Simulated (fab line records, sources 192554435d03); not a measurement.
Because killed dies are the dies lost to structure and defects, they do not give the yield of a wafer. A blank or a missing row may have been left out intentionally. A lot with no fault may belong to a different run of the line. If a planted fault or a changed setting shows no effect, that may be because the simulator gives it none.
Split-lot study / flow n5_finfet / 21 wafers read from 7 lots, route of 1938 steps

== SPLIT DETAILS ==
At N5_FIN_SAQP_HM_DEP_03 (deposits SiNx from SiH4/NH3/N2, target thk 38 nm, time 33.6 s), the setting time_s was moved away from the recipe's 33.6 s on 6 of the 21 wafers read, by -6.8% to +14.7%. The other wafers ran this setting at the recipe's value.

== FROM THE SPLIT TO THE READING: what the file shows between them, 22 steps ==
- N5_FIN_SAQP_THK_MEAS_05
- N5_FIN_SAQP_PECVD_06: deposits a-Si from SiH4/He, target thk 60 nm, time 48.1 s (also split here: time_s)
- N5_FIN_SAQP_THK_MEAS_07
- N5_FIN_SAQP_HM_DEP_72: deposits SiO2 from SiH4/N2O, target thk 12 nm, time 7.2 s
- N5_FIN_SAQP_COAT_49: time 60 s, resist thk 100 nm
- N5_FIN_SAQP_HM_OPEN_73: chemistry CHF3/O2, target SiO2, stops on a-Si, target depth 12 nm, time 16.8 s
- N5_FIN_SAQP_STRIP_74: strips in CHF3/O2
- N5_FIN_SAQP_MANDREL_ETCH_22: etches a-Si in HBr/Cl2, stops on SiNx, target depth 60 nm, bt time 10 s, time 30 s
- N5_FIN_SAQP_STRIP_55: strips in N2/H2
- N5_FIN_SAQP_STRIP_23: strips in SPM, time 750 s
- N5_FIN_SAQP_SRD_66: time 30 s
- N5_FIN_SAQP_RECESS_75: chemistry HF/NH3, target SiO2, target depth 14.4 nm, afs cycles 3, sublimation time 60 s
- N5_FIN_SAQP_SPACER1_ALD_24: deposits SiO2, target thk 20.3 nm, pulse time 1 s, purge time 2 s
- N5_FIN_SAQP_SPACER1_ETCHBACK_25: etches SiO2 in CHF3/O2, target depth 24.4 nm, time 12.2 s
- N5_FIN_SAQP_MANDREL1_REMOVE_56: chemistry HBr/Cl2/O2, target a-Si, stops on SiNx, bt time 10 s
- N5_FIN_SAQP_ETCH_57: etches SiNx in CH3F/O2, target depth 32.5 nm, time 46.4 s
- N5_FIN_SAQP_ETCH_65: etches SiO2 in CF4, target depth 4 nm, time 4.4 s
- N5_FIN_SAQP_MANDREL_ETCH_58: etches a-Si in HBr/Cl2, stops on SiNx, target depth 45 nm, bt time 10 s, time 27 s
- N5_FIN_SAQP_RECESS_63: chemistry HF/NH3, target SiO2, target depth 18 nm, afs cycles 3, sublimation time 60 s
- N5_FIN_SAQP_COAT_68: time 60 s, resist thk 100 nm
- N5_FIN_SAQP_MANDREL2_REMOVE_60: chemistry HBr/Cl2/O2, target a-Si, stops on SiNx, bt time 10 s
- N5_FIN_SAQP_HM_OPEN_33: chemistry CH3F/O2, target SiNx, target depth 49.4 nm, time 70.6 s

== THE READING ==
SiNx_of_FIN_SAQP_HM_DEP_03.thk_nm (the simulator's own value, which no gauge read), in nm, at N5_FIN_SAQP_ETCH_64 (etches SiO2 in CF4, target depth 1.5 nm). The file does not state a usual value for it. Here, 15 wafers ran the recipe; their average is 32.5 nm with a standard deviation of 0.33 nm.

wafer=L074.3; tool, chamber at the split=pecvd-01, 1; time_s as run, s=33.6; against the recipe=recipe; SiNx_of_FIN_SAQP_HM_DEP_03.thk_nm, nm=32; against lot-mates on the recipe=-
wafer=L074.4; tool, chamber at the split=pecvd-01, 1; time_s as run, s=33.6; against the recipe=recipe; SiNx_of_FIN_SAQP_HM_DEP_03.thk_nm, nm=32.8; against lot-mates on the recipe=-
wafer=L074.6; tool, chamber at the split=pecvd-01, 0; time_s as run, s=33.6; against the recipe=recipe; SiNx_of_FIN_SAQP_HM_DEP_03.thk_nm, nm=32.8; against lot-mates on the recipe=-
wafer=L075.2; tool, chamber at the split=pecvd-03, 2; time_s as run, s=33.6; against the recipe=recipe; SiNx_of_FIN_SAQP_HM_DEP_03.thk_nm, nm=32.4; against lot-mates on the recipe=-
wafer=L075.3; tool, chamber at the split=pecvd-03, 1; time_s as run, s=31.33; against the recipe=-6.8%; SiNx_of_FIN_SAQP_HM_DEP_03.thk_nm, nm=30.8; against lot-mates on the recipe=-1.8
wafer=L075.5; tool, chamber at the split=pecvd-03, 0; time_s as run, s=33.6; against the recipe=recipe; SiNx_of_FIN_SAQP_HM_DEP_03.thk_nm, nm=32.8; against lot-mates on the recipe=-
wafer=L086.2; tool, chamber at the split=pecvd-02, 2; time_s as run, s=33.6; against the recipe=recipe; SiNx_of_FIN_SAQP_HM_DEP_03.thk_nm, nm=32.2; against lot-mates on the recipe=-
wafer=L086.5; tool, chamber at the split=pecvd-02, 1; time_s as run, s=38.54; against the recipe=+14.7%; SiNx_of_FIN_SAQP_HM_DEP_03.thk_nm, nm=38.6; against lot-mates on the recipe=+6.0
wafer=L086.6; tool, chamber at the split=pecvd-02, 2; time_s as run, s=33.6; against the recipe=recipe; SiNx_of_FIN_SAQP_HM_DEP_03.thk_nm, nm=33; against lot-mates on the recipe=-
wafer=L088.1; tool, chamber at the split=pecvd-02, 1; time_s as run, s=35.53; against the recipe=+5.7%; SiNx_of_FIN_SAQP_HM_DEP_03.thk_nm, nm=34.6; against lot-mates on the recipe=+1.6
wafer=L088.3; tool, chamber at the split=pecvd-02, 2; time_s as run, s=35.53; against the recipe=+5.7%; SiNx_of_FIN_SAQP_HM_DEP_03.thk_nm, nm=33.6; against lot-mates on the recipe=+0.6
wafer=L088.5; tool, chamber at the split=pecvd-02, 1; time_s as run, s=33.6; against the recipe=recipe; SiNx_of_FIN_SAQP_HM_DEP_03.thk_nm, nm=33; against lot-mates on the recipe=-
wafer=L089.1; tool, chamber at the split=pecvd-03, 0; time_s as run, s=33.6; against the recipe=recipe; SiNx_of_FIN_SAQP_HM_DEP_03.thk_nm, nm=32; against lot-mates on the recipe=-
wafer=L089.3; tool, chamber at the split=pecvd-03, 2; time_s as run, s=33.6; against the recipe=recipe; SiNx_of_FIN_SAQP_HM_DEP_03.thk_nm, nm=32.2; against lot-mates on the recipe=-
wafer=L089.4; tool, chamber at the split=pecvd-03, 0; time_s as run, s=33.6; against the recipe=recipe; SiNx_of_FIN_SAQP_HM_DEP_03.thk_nm, nm=32.2; against lot-mates on the recipe=-
wafer=L092.1; tool, chamber at the split=pecvd-01, 0; time_s as run, s=33.6; against the recipe=recipe; SiNx_of_FIN_SAQP_HM_DEP_03.thk_nm, nm=32.4; against lot-mates on the recipe=-
wafer=L092.4; tool, chamber at the split=pecvd-01, 0; time_s as run, s=33.6; against the recipe=recipe; SiNx_of_FIN_SAQP_HM_DEP_03.thk_nm, nm=32.6; against lot-mates on the recipe=-
wafer=L092.6; tool, chamber at the split=pecvd-01, 0; time_s as run, s=33.6; against the recipe=recipe; SiNx_of_FIN_SAQP_HM_DEP_03.thk_nm, nm=32.8; against lot-mates on the recipe=-
wafer=L097.1; tool, chamber at the split=pecvd-03, 1; time_s as run, s=31.71; against the recipe=-5.6%; SiNx_of_FIN_SAQP_HM_DEP_03.thk_nm, nm=30.2; against lot-mates on the recipe=-2.2
wafer=L097.4; tool, chamber at the split=pecvd-03, 2; time_s as run, s=31.71; against the recipe=-5.6%; SiNx_of_FIN_SAQP_HM_DEP_03.thk_nm, nm=30.2; against lot-mates on the recipe=-2.2
wafer=L097.3; tool, chamber at the split=pecvd-03, 2; time_s as run, s=33.6; against the recipe=recipe; SiNx_of_FIN_SAQP_HM_DEP_03.thk_nm, nm=32.4; against lot-mates on the recipe=-

FIT RESULTS
A straight line over all 21 wafers: SiNx_of_FIN_SAQP_HM_DEP_03.thk_nm changes by +0.372 nm for each +1% of time_s; r = +0.97; the points scatter about the line by 0.45 nm.
The same after taking each lot's own level away (the mean of its wafers on the recipe; 21 wafers): +0.353 nm for each +1%; r = +0.96; scatter 0.47 nm.
According to that fit, moving time_s by its largest amount changes the reading by 5.2 nm.
Across the lots, their own levels run from 32.13 to 33.00 nm, a range of 2.6 times the standard deviation given above.
The two slopes agree, so the slope changes little with the lot-to-lot level.
Check: for one of the wafers moved furthest among these (+14.7%), held out of the fit, the line's prediction against its lot-mates is +4 nm. Against them it came out at +6 nm.

== OTHER SPLITS APPLIED TO THESE WAFERS ==
Other splits were also applied to these wafers ahead of the reading. Each is held against what the fit with the lots' levels taken away leaves over:
other split on the same wafers=N5_WELL_APT_COAT_02 spin_rpm; wafers away from the commonest value=8; r with SiNx_of_FIN_SAQP_HM_DEP_03.thk_nm (lot level and that fit taken away)=+0.08
other split on the same wafers=N5_WELL_APT_DEVELOP_07 develop_time_s; wafers away from the commonest value=6; r with SiNx_of_FIN_SAQP_HM_DEP_03.thk_nm (lot level and that fit taken away)=+0.19
other split on the same wafers=N5_FIN_SAQP_PECVD_06 time_s; wafers away from the commonest value=4; r with SiNx_of_FIN_SAQP_HM_DEP_03.thk_nm (lot level and that fit taken away)=-0.09

== THE WHOLE CHAIN: every reading that the file lists as answering this split, in the file's order ==
step=N5_FIN_SAQP_HM_DEP_03; what it does=deposits SiNx from SiH4/NH3/N2, target thk 38 nm, time 33.6 s; reading=SiNx_of_FIN_SAQP_HM_DEP_03.thk_nm (the simulator's own value, which no gauge read); change (the file's fit)=+0.373 nm for each +1% of the setting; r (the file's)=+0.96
step=N5_FIN_SAQP_THK_MEAS_05; what it does=; reading=thk_nm; change (the file's fit)=withheld for each +1% of the setting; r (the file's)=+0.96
step=N5_FIN_SAQP_MANDREL_ETCH_58; what it does=etches a-Si in HBr/Cl2, stops on SiNx, target depth 45 nm, bt time 10 s, time 27 s; reading=SiNx_of_FIN_SAQP_HM_DEP_03.thk_nm (the simulator's own value, which no gauge read); change (the file's fit)=+0.377 nm for each +1% of the setting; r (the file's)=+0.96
step=N5_FIN_SAQP_HM_OPEN_33; what it does=chemistry CH3F/O2, target SiNx, target depth 49.4 nm, time 70.6 s; reading=etch_rf_on_time_s; change (the file's fit)=withheld for each +1% of the setting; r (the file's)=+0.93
step=N5_FIN_SAQP_HM_OPEN_33; what it does=chemistry CH3F/O2, target SiNx, target depth 49.4 nm, time 70.6 s; reading=etch.depth_nm (the simulator's own value, which no gauge read); change (the file's fit)=+0.376 nm for each +1% of the setting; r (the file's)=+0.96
step=N5_FIN_SAQP_ETCH_64; what it does=etches SiO2 in CF4, target depth 1.5 nm; reading=SiNx_of_FIN_SAQP_HM_DEP_03.thk_nm (the simulator's own value, which no gauge read); change (the file's fit)=+0.365 nm for each +1% of the setting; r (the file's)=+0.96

== THE FILE'S OWN FIT ==
SiNx_of_FIN_SAQP_HM_DEP_03.thk_nm changes by +0.365 nm for each +1% of time_s, r = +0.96.
